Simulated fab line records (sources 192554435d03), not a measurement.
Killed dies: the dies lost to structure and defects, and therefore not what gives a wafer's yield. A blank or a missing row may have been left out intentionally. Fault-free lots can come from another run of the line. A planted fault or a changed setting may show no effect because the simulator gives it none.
Split-lot experiment    flow n5 finfet    21 wafers read from 7 lots, route of 1938 steps

## THE SPLIT ITSELF
At N5_BEOL_M1_ETCH_64 (etches SOC in N2/H2, target depth 75 nm, overetch 15 nm, time 112.5 s), the setting source w was moved away from the recipe's 840 W on 7 of the 21 wafers read, by -12.5% to +15.3%. For the rest of the wafers, this setting stayed at what the recipe calls for.

The reading comes from the split's own step.

## THE READING
rf vpp V, in V, at N5_BEOL_M1_ETCH_64 (etches SOC in N2/H2, target depth 75 nm, overetch 15 nm, time 112.5 s). A value of 523 V with a standard deviation of 3.2 V is what fault-free wafers of this fab line usually give.

wafer   tool, chamber at the split  source w as run, W  against the recipe  rf vpp V, V  against lot-mates on the recipe
L075.1  rie diel-03, 1              840                 recipe              527          -
L075.2  rie diel-03, 3              840                 recipe              521          -
L075.5  rie diel-03, 3              840                 recipe              520          -
L082.1  rie diel-02, 2              840                 recipe              521          -
L082.2  rie diel-02, 0              840                 recipe              518          -
L082.4  rie diel-02, 1              840                 recipe              523          -
L087.3  rie diel-06, 0              734.6               -12.5%              542          +14
L087.5  rie diel-06, 2              734.6               -12.5%              547          +19
L087.6  rie diel-06, 1              840                 recipe              528          -
L090.4  rie diel-06, 3              840                 recipe              524          -
L090.5  rie diel-06, 2              882.1               +5.0%               515          -9
L090.6  rie diel-06, 3              840                 recipe              524          -
L091.3  rie diel-06, 3              840                 recipe              524          -
L091.4  rie diel-06, 2              840                 recipe              523          -
L091.5  rie diel-06, 1              896.5               +6.7%               516          -8
L092.1  rie diel-03, 3              968.7               +15.3%              495          -28
L092.4  rie diel-03, 3              968.7               +15.3%              497          -26
L092.5  rie diel-03, 2              840                 recipe              523          -
L097.3  rie diel-03, 0              840                 recipe              527          -
L097.4  rie diel-03, 0              946.6               +12.7%              504          -20
L097.5  rie diel-03, 2              840                 recipe              522          -

FIT RESULTS
A straight line over all 21 wafers: rf vpp V changes by -1.68 V for each +1% of source w; r = -0.98; the points scatter about the line by 2.7 V.
The same after taking each lot's own level away (the mean of its wafers on the recipe; 21 wafers): -1.56 V for each +1%; r = -0.98; scatter 2.4 V.
Per that fit: largest source w move, reading shift of 24 V.
The lots' own levels span 520.7 to 528.0 V, that is 2.3 times the standard deviation above.
The two slopes are in agreement: the lot-to-lot level therefore moves the slope only a little.
Check: -23.2 V against its lot-mates is what the line predicts for one of the wafers moved furthest among these (+15.3%) when that wafer is left out of the fit. It came out at -28 V against them.
Tool readings at the split's step, against how far the setting was moved: rf vpp V r = -0.98.

## OTHER SPLITS ON THESE WAFERS
Note: prior to the reading, these wafers also went through further splits. Each is held against what the fit with the lots' levels taken away leaves over:
other split on the same wafers     wafers away from the commonest value  r with rf vpp V (lot level and that fit taken away)
N5_BEOL_M0_CUTY_EXPOSE_54 dose mj  7                                     -0.24
N5_BEOL_M0_ETCH_138 source w       6                                     +0.35

## THE FILE'S OWN FIT
rf vpp V changes by -1.56 V for each +1% of source w, r = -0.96.
